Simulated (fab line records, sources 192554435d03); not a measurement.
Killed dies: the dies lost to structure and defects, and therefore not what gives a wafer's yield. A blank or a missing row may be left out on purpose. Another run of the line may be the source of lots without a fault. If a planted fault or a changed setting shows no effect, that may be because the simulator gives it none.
Struck lot and sound lot, side by side :: flow n5-finfet :: 38 steps out of a route of 1938
Sound: the wafers L678.1, L678.2, L678.6. Struck: wafer L682.3 (left out: L682.2, L682.4 of the same lot, which were not struck); the cause appears at the end.
Order at every step that has rows: each side's tool, ch and its chambers, its first start. Under that, the readings that differ: sound wafers :: struck wafers :: difference of the means :: sigmas: that difference in standard deviations of wafers without a fault.
alike: same words and numbers on both sides, and readings whose means sit less than 2 such deviations apart. not compared: any withheld reading, any reading some wafer has no value for, any bound like >300 that may hide the same value, and any number with overlapping values for which the record gives no deviation.
A row with sigmas, a row that says differs or no value, or rows on one side alone: a step with any of these is where the two part. Numbers that have no deviation but don't overlap get no sigmas and don't part them. A reading missing from all wafers of one side parts the sides only when that side holds two or more wafers.

first, 9 steps without rows for these wafers: N5_PMOS_HMC_CHANNEL_EPI_PRECLEAN_40 (cleans in DHF, time 30 s); N5_PMOS_HMC_CHANNEL_EPI_PRECLEAN_37 (cleans in O3/DIW, time 45 s); N5_PMOS_HMC_CHANNEL_EPI_PRECLEAN_24 (cleans in DHF, time 30 s); N5_PMOS_HMC_CHANNEL_EPI_SRD_25 (time 30 s); N5_PMOS_HMC_CHANNEL_EPI_EPI_26 (deposits Si from SiH4/H2, target thk 3.8 nm, time 22.7 s); N5_FIN_SAQP_PRECLEAN_42 (cleans in O3/DIW, time 60 s); N5_FIN_SAQP_PRECLEAN_00 (cleans in SC1, time 60 s); N5_FIN_SAQP_PRECLEAN_44 (cleans in SC2, time 45 s); N5_FIN_SAQP_SRD_01 (time 30 s).
N5_FIN_SAQP_ALD_61: deposits SiO2, target thk 4 nm, pulse time 1 s, purge time 2 s.
  sound on ald-sin-04 ch 0,2, day 3 02:13; struck on ald-sin-04 ch 1, day 4 02:50
reading: ald-cycles
sound: 43 43 43
struck: 62
difference: +19
sigmas: 

reading: model.SiO2_of_FIN_SAQP_ALD_61.thk-nm (nm)
sound: 4.045 4.02 4.019
struck: 5.787
difference: +1.759
sigmas: 
  alike: heater-power-outer-w, heater-power-w, precursor-pulse-height-rel
then, 24 steps without rows for these wafers: N5_FIN_SAQP_DENSIFY_62 (time 60 s); N5_FIN_SAQP_HM_DEP_03 (deposits SiNx from SiH4/NH3/N2, target thk 38 nm, time 33.6 s); N5_FIN_SAQP_PECVD_47 (deposits a-Si from SiH4/He, target thk 45 nm, time 36.3 s); N5_FIN_SAQP_PECVD_48 (deposits SiNx from SiH4/NH3/N2, target thk 25 nm, time 22.1 s); N5_FIN_SAQP_PECVD_06 (deposits a-Si from SiH4/He, target thk 60 nm, time 48.1 s); N5_FIN_SAQP_HM_DEP_72 (deposits SiO2 from SiH4/N2O, target thk 12 nm, time 7.2 s); N5_FIN_SAQP_COAT_49 (time 60 s, resist thk 100 nm); N5_FIN_SAQP_COAT_50 (time 60 s, resist thk 35 nm); N5_FIN_SAQP_COAT_10 (resist thk 90 nm); N5_FIN_SAQP_EBR_12; N5_FIN_SAQP_SOFTBAKE_11 (time 60 s); N5_FIN_SAQP_EXPOSE_13 (exposes mask FIN CORE, target cd 35.6 nm); N5_FIN_SAQP_PEB_14 (peb time 60 s); N5_FIN_SAQP_DEVELOP_15 (develop time 30 s); N5_FIN_SAQP_DESCUM_21 (chemistry O2, time 7.9 s); N5_FIN_SAQP_ETCH_51 (etches SiARC in CF4, target depth 45.5 nm, time 75.8 s); N5_FIN_SAQP_ETCH_52 (etches SOC in N2/H2, target depth 100 nm, overetch 20 nm, time 150 s); N5_FIN_SAQP_STRIP_53 (strips in N2/H2); N5_FIN_SAQP_HM_OPEN_73 (chemistry CHF3/O2, target SiO2, stops on a-Si, target depth 12 nm, time 16.8 s); N5_FIN_SAQP_STRIP_74 (strips in CHF3/O2); N5_FIN_SAQP_MANDREL_ETCH_22 (etches a-Si in HBr/Cl2, stops on SiNx, target depth 60 nm, bt time 10 s, time 30 s); N5_FIN_SAQP_STRIP_55 (strips in N2/H2); N5_FIN_SAQP_STRIP_23 (strips in SPM, time 750 s); N5_FIN_SAQP_SRD_66 (time 30 s).
N5_FIN_CUT_CUT_ETCH_27: etches SiO2 in CHF3/O2, target depth 4 nm, overetch 2 nm, time 4.9 s.
  sound on rie-diel-01 ch 1,2,3, day 3 08:47; struck on rie-diel-03 ch 1, day 4 09:41
reading: throttle-valve-pct (%)
sound: 18.69 18.46 18.59
struck: 19.01
difference: +0.43
sigmas: +2

reading: model.etch.depth-nm (nm)
sound: 4.045 4.02 4.019
struck: 5.787
difference: +1.759
sigmas: 
  alike: drypump-motor-current-A, oes-product-au, rf-vpp-V, showerhead-plenum-p-Torr
  not compared: rf-hours-counter-h
N5_STI_FIN_REVEAL_STRIP_16: strips SiNx in H3PO4, target depth 23.8 nm.
  sound on wet-bench-01 ch 0,4,7, day 3 16:55; struck on wet-bench-01 ch 0, day 4 18:31
reading: model.SiO2_of_FIN_SAQP_ALD_61.thk-nm (nm)
sound: 3.8 3.8 3.8
struck: 5.6
difference: +1.8
sigmas: 
  alike: bath-guard-temp-C, bath-heat-duty-pct
-- record jumps: 5 days separate the struck wafers' starts on either side; left off in module STI_FIN_REVEAL, taken up again in module BEOL_M4, whose first shown step is the route's number 1111 --
N5_BEOL_M4_RC_MEAS_101:
  sound on prober-02 ch 0, day 9 02:13; struck on prober-02 ch 0, day 9 16:20
  alike: DIBL_N, DIBL_P, IOFF_N, IOFF_P, ION_N, ION_P, SS_N, SS_P, VT_N, VT_P
-- the record jumps here: 4 days lie between the struck wafers' starts before and after (it left off in module BEOL_M4 and takes up again in module PASSIVATION, whose first step shown is number 1936 of the route) --
N5_PASSIVATION_PROBE_49:
  record: rows for the struck wafers here (prober-02, day 13 18:55), none for the sound ones

## WHERE THEY PART
First at N5_FIN_CUT_CUT_ETCH_27; last, within this record, at N5_PASSIVATION_PROBE_49.

WHY: what the simulator had put in
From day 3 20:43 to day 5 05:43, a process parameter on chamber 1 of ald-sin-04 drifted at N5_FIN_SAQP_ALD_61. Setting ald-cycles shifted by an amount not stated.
